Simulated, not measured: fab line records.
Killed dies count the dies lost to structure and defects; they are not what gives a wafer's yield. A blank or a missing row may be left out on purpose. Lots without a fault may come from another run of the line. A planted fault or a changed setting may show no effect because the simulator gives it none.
One fault through the eyes of 3 desks ; flow n5_finfet ; every desk sees just its own numbers, and what lay behind them comes last

## AT THE METROLOGY DESK
What the gauges read, lot by lot, whatever tool the lot ran on: means of the sampled wafers that have a number. Marked OUT: a lot whose mean sits more than 4 standard deviations from the usual mean, which makes it out of limits; the brackets give that distance. Only the readings that lie furthest out on some lot appear, 7 of the 12 it has.
Columns: A = DIBL_N at N5_BEOL_M4_RC_MEAS_101, usual 35.4 mV/V; B = DIBL_P at N5_BEOL_M4_RC_MEAS_101, usual 34.8 mV/V; C = ION_N at N5_BEOL_M4_RC_MEAS_101, usual 677 uA/um; D = ION_P at N5_BEOL_M4_RC_MEAS_101, usual 462 uA/um; E = SS_N at N5_BEOL_M4_RC_MEAS_101, usual 71.4 mV/dec; F = VT_N at N5_BEOL_M4_RC_MEAS_101, usual 250 mV; G = VT_P at N5_BEOL_M4_RC_MEAS_101, usual -251 mV
lot;first seen here;A;B;C;D;E;F;G
L246;day 7 18:25;34.6;34.7;673;463;71.2;249;-251
L254;day 10 06:28;35.4;34.5;670;460;71.3;250;-248
L255;day 10 09:19;32.2;31.2;644;448;70.3;256;-254
L256;day 10 13:58;36.6;35.1;649;445;71.8;254;-256
L258;day 10 18:31;34.6;34.4;679;459;71.2;252;-253
L263;day 12 19:59;34.2;33.5;673;469;70.9;251;-248
Finding of this desk: none of the 6 lots has anything out of limits.

## THE TOOL OWNER'S DESK: rie_diel-03
The tool's own readings at N5_BEOL_M2_ETCH_64 (etches SOC in N2/H2, target depth 75 nm, overetch 22.5 nm, time 121.9 s): means of the sampled wafers that have a number, for each lot that ran on this tool. Marked OUT: a lot whose mean sits more than 4 standard deviations from the usual mean, which makes it out of limits; the brackets give that distance.
Columns: A = drypump_motor_current_A at N5_BEOL_M2_ETCH_64, usual 5.7 A; B = oes_product_au at N5_BEOL_M2_ETCH_64, usual 0.62 a.u.; C = rf_vpp_V at N5_BEOL_M2_ETCH_64, usual 523.9 V; D = showerhead_plenum_p_Torr at N5_BEOL_M2_ETCH_64, usual 2.54 Torr; E = throttle_valve_pct at N5_BEOL_M2_ETCH_64, usual 17.83 %
lot;first seen here;A;B;C;D;E
L254;day 10 06:41;5.5;0.52;524.0;2.53;18.10
L255;day 10 09:31;5.5;0.57;524.3;2.52;17.92
L258;day 10 18:43;5.6;0.55;522.6;2.47;18.01
Finding of this desk: none of the 3 lots has anything out of limits.

## THE DEFECT DESK
Lot by lot, what the route's inspections counted, given as the mean of those sampled wafers with a number. Marked OUT: a lot whose mean sits more than 4 standard deviations from the usual mean, which makes it out of limits; the brackets give that distance.
Columns: A = raw_defect_count at N5_BEOL_M2_INSPECT_13, usual 413
lot;first seen here;A
L246;day 7 18:30;505
L254;day 10 06:34;344
L255;day 10 09:24;326
L256;day 10 14:03;364
L258;day 10 18:37;431
L263;day 12 20:05;418
Finding of this desk: none of the 6 lots has anything out of limits.

## TAKEN TOGETHER
Metrology desk: nothing out of limits seen.
The desk of the tool owner found nothing out of limits.
Nothing the defect desk looked at was out of limits.

## WHAT HAD BEEN PUT IN BY THE SIMULATOR
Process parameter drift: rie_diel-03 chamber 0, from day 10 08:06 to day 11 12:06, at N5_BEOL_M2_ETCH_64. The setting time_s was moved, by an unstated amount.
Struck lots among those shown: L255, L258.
